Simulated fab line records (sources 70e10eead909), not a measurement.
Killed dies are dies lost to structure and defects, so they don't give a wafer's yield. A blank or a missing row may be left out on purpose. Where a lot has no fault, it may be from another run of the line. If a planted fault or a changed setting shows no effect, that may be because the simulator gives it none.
Comparing a struck lot with a sound one	flow nand harc	15 out of 1302 route steps
Sound: these wafers, L961.2, L961.3, L961.4. Struck: wafers L975.2, L975.5. (L975.6 of the same lot was not struck and is left out.) The cause comes at the end.
Order at every step that has rows: each side's tool, ch and its chambers, its first start. Under that, the readings that differ: sound wafers	struck wafers	difference of the means	sigmas: that difference in standard deviations of wafers without a fault.
alike: readings whose means differ by less than 2 such deviations, and words and numbers that are the same on both sides. not compared: withheld readings, readings that some wafer has no value for, bounds like >300 that may hide the same value, and numbers for which the record gives no deviation and whose values overlap.
Wherever a step has rows on one side only, a row that says differs or no value, or a row with sigmas, the two part there. Numbers that have no deviation but don't overlap get no sigmas and don't part them. A reading missing from all wafers of one side parts the sides only when that side holds two or more wafers.

first, 4 steps without rows for these wafers: NHARC_A_M1_EBR_05; NHARC_A_M1_EXPOSE_06 (exposes mask A M1, target cd 120 nm); NHARC_A_M1_PEB_07 (peb time 65 s); NHARC_A_M1_DEVELOP_08 (develop time 35 s).
NHARC_A_M1_CD_MEAS_09: the cd target is 120 nm.
  sound on cd sem-03 ch 0, day 23 12:29; struck on cd sem-02 ch 0, day 28 21:53
  alike: cd nm
NHARC_A_M1_OVL_MEAS_10: pitch 240 nm.
  struck on overlay-02, day 28 21:58; sound on overlay-01, day 23 12:34
  alike: overlay x nm, overlay y nm
NHARC_A_M1_INSPECT_11:
  struck on defect inspect-02, day 28 22:01; sound on defect inspect-02, day 23 12:37
  alike: raw defect count
NHARC_A_M1_DESCUM_14: chemistry O2, time 3 s.
  sound on rie diel-05 ch 0,1,3, day 23 12:41; struck on rie diel-05 ch 2,3, day 28 22:13
  alike: drypump motor current A, oes product au, rf vpp V, showerhead plenum p Torr, throttle valve pct
  not compared: rf hours counter h
NHARC_A_M1_ETCH_35: etches the open film in N2/H2, target depth 40 nm, overetch 12 nm, time 43.94 s.
  sound on rie diel-05 ch 0,1,3, day 23 12:45; struck on rie diel-05 ch 0,2, day 28 22:18
  alike: drypump motor current A, oes product au, rf vpp V, run length s, showerhead plenum p Torr, throttle valve pct
  not compared: rf hours counter h
NHARC_A_M1_ETCH_15: etches the open film in C4F8/Ar, target depth 182.5 nm, time 91.2 s.
  sound: rie diel-05 ch 0,2,3; struck: rie diel-05 ch 1,3
  alike: oes product au, rf vpp V, run length s
  not compared: rf hours counter h
NHARC_A_M1_CD_MEAS_16:
  struck on cd sem-03, day 28 22:34; sound on cd sem-02, day 23 12:59
  alike: cd nm
NHARC_A_M1_STRIP_18: strips in N2/H2.
  sound on rie diel-05 ch 1,2,3, day 23 13:03; struck on rie diel-06 ch 0,2, day 28 22:43
  alike: drypump motor current A, oes product au, rf vpp V, showerhead plenum p Torr, throttle valve pct
  not compared: rf hours counter h
NHARC_A_M1_ETCH_28: etches the open film in CF4/N2, target depth 30 nm, time 72.99 s.
  sound on rie diel-05 ch 0,2,3, day 23 13:17; struck on rie diel-06 ch 0,3, day 28 22:54
reading	sound	struck	difference	sigmas
run length s (s)	94.3 94.4 93.9	76.1 77.0	-17.7	-40
  alike: drypump motor current A, oes product au, rf vpp V, showerhead plenum p Torr, throttle valve pct
  not compared: rf hours counter h
then, 1 step without rows for these wafers: NHARC_A_M1_STRIP_19 (strips in post etch residue remover, time 600 s).
NHARC_END_SORT_01:
  sound on prober-01 ch 0, day 25 18:24; struck on prober-02 ch 0, day 30 10:28
  alike: defect limited yield, killed at array, killed at other, killed at periphery, killed dies, killed open, killed short

## WHERE THEY PART
Only at NHARC_A_M1_ETCH_28, within this record. Later steps at which nothing parts them and some readings are alike: NHARC_END_SORT_01.

WHY: what had been put in by the simulator
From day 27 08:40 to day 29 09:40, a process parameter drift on rie diel-06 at NHARC_A_M1_ETCH_28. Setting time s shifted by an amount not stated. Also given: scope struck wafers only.
